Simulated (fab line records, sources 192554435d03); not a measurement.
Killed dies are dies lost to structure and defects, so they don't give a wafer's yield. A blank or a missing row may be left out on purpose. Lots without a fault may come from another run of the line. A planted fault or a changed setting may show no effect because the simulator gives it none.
Split-lot experiment | flow n5_finfet | 7 lots, 39 wafers read, on a route of 1938 steps

THE SPLIT
At N5_SD_EPI_N_DESCUM_14 (chemistry O2, time 7.9 s), the setting time_s was moved away from the recipe's 7.9 s on 18 of the 39 wafers read, by -58.1% to +52.2%. The other wafers ran this setting at the recipe's value.

The reading is taken at the split's own step.

THE READING
CAR-ArF-block_of_SD_EPI_N_COAT_03.thk_nm (the simulator's own value, which no gauge read), in nm, at N5_SD_EPI_N_DESCUM_14 (chemistry O2, time 7.9 s). The file gives no usual value for it. The 21 wafers here that ran the recipe average 143.3 nm, standard deviation 0.39 nm.

wafer  | tool, chamber at the split | time_s as run, s | against the recipe | CAR-ArF-block_of_SD_EPI_N_COAT_03.thk_nm, nm | against lot-mates on the recipe
L085.2 | rie_diel-01, 1,3           | 7.9              | recipe             | 142.6                                        | -
L085.3 | rie_diel-01, 1,3           | 7.9              | recipe             | 142.6                                        | -
L085.6 | rie_diel-01, 2             | 7.9              | recipe             | 143                                          | -
L087.1 | rie_diel-01, 0             | 7.9              | recipe             | 143.4                                        | -
L087.2 | rie_diel-01, 1             | 7.9              | recipe             | 143                                          | -
L087.3 | rie_diel-01, 3             | 11.6             | +46.8%             | 141.2                                        | -2.1
L087.4 | rie_diel-01, 2             | 7.9              | recipe             | 143.6                                        | -
L087.5 | rie_diel-01, 0             | 11.6             | +46.8%             | 140.8                                        | -2.5
L087.6 | rie_diel-01, 1             | 11.6             | +46.8%             | 141                                          | -2.3
L088.1 | rie_diel-02, 0             | 12.02            | +52.2%             | 140.6                                        | -2.3
L088.2 | rie_diel-02, 3             | 7.9              | recipe             | 143.2                                        | -
L088.3 | rie_diel-02, 1             | 12.02            | +52.2%             | 140.4                                        | -2.5
L088.4 | rie_diel-02, 2             | 7.9              | recipe             | 142.6                                        | -
L088.5 | rie_diel-02, 3             | 12.02            | +52.2%             | 141.2                                        | -1.7
L088.6 | rie_diel-02, 2             | 7.9              | recipe             | 143                                          | -
L089.1 | rie_diel-01, 0             | 7.9              | recipe             | 143.6                                        | -
L089.2 | rie_diel-01, 2             | 4.01             | -49.2%             | 145.8                                        | +2.5
L089.3 | rie_diel-01, 1             | 4.01             | -49.2%             | 145.2                                        | +1.9
L089.4 | rie_diel-01, 2             | 4.01             | -49.2%             | 145.4                                        | +2.1
L089.5 | rie_diel-01, 0,1           | 7.9              | recipe             | 143.2                                        | -
L089.6 | rie_diel-01, 0,1           | 7.9              | recipe             | 143.2                                        | -
L090.1 | rie_diel-06, 1,0           | 11.26            | +42.5%             | 141.6                                        | -1.9
L090.6 | rie_diel-06, 1,0           | 11.26            | +42.5%             | 141.6                                        | -1.9
L090.2 | rie_diel-06, 2             | 11.26            | +42.5%             | 141.4                                        | -2.1
L090.3 | rie_diel-06, 0             | 7.9              | recipe             | 143.4                                        | -
L090.4 | rie_diel-06, 3             | 7.9              | recipe             | 143.6                                        | -
L090.5 | rie_diel-06, 3             | 7.9              | recipe             | 143.6                                        | -
L093.1 | rie_diel-01, 3             | 6.691            | -15.3%             | 144.2                                        | +0.9
L093.2 | rie_diel-01, 0,1           | 7.9              | recipe             | 143.2                                        | -
L093.4 | rie_diel-01, 0,1           | 7.9              | recipe             | 143.2                                        | -
L093.3 | rie_diel-01, 2             | 6.691            | -15.3%             | 144.4                                        | +1.1
L093.5 | rie_diel-01, 2             | 7.9              | recipe             | 143.6                                        | -
L093.6 | rie_diel-01, 3             | 6.691            | -15.3%             | 144                                          | +0.7
L094.1 | rie_diel-06, 1             | 3.314            | -58.1%             | 147.2                                        | +3.5
L094.2 | rie_diel-06, 0             | 7.9              | recipe             | 144.2                                        | -
L094.3 | rie_diel-06, 3             | 3.314            | -58.1%             | 146.6                                        | +2.9
L094.4 | rie_diel-06, 2             | 7.9              | recipe             | 143.4                                        | -
L094.5 | rie_diel-06, 0             | 3.314            | -58.1%             | 146                                          | +2.3
L094.6 | rie_diel-06, 1             | 7.9              | recipe             | 143.6                                        | -
Where a row lists several chambers, the file gives one row for several wafers and doesn't say which wafer went through which chamber.

THE FIT
A straight line over all 39 wafers: CAR-ArF-block_of_SD_EPI_N_COAT_03.thk_nm changes by -0.0494 nm for each +1% of time_s; r = -0.97; the points scatter about the line by 0.39 nm.
The same after taking each lot's own level away (the mean of its wafers on the recipe; 39 wafers): -0.0466 nm for each +1%; r = -0.98; scatter 0.28 nm.
On that fit, the largest move of time_s shifts the reading by 2.7 nm.
The lots' own levels span 142.73 to 143.73 nm, that is 2.6 times the standard deviation above.
So the lot-to-lot level changes the slope little: the two slopes agree.
Check: with one of the wafers moved furthest among these (-58.1%) left out of the fit, the line predicts +2.62 nm for it against its lot-mates. It came out at +3.47 nm against them.

OTHER SPLITS ON THESE WAFERS
These wafers also went through other splits before the reading. Each is held against what the fit with the lots' levels taken away leaves over:
other split on the same wafers          | wafers away from the commonest value | r with CAR-ArF-block_of_SD_EPI_N_COAT_03.thk_nm (lot level and that fit taken away)
N5_ZERO_LAYER_DEVELOP_10 develop_time_s | 15                                   | +0.04
N5_FIN_SAQP_SPACER2_ALD_28 target_thk_a | 12                                   | -0.05

THE FILE'S OWN FIT
CAR-ArF-block_of_SD_EPI_N_COAT_03.thk_nm changes by -0.0466 nm for each +1% of time_s, r = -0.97.
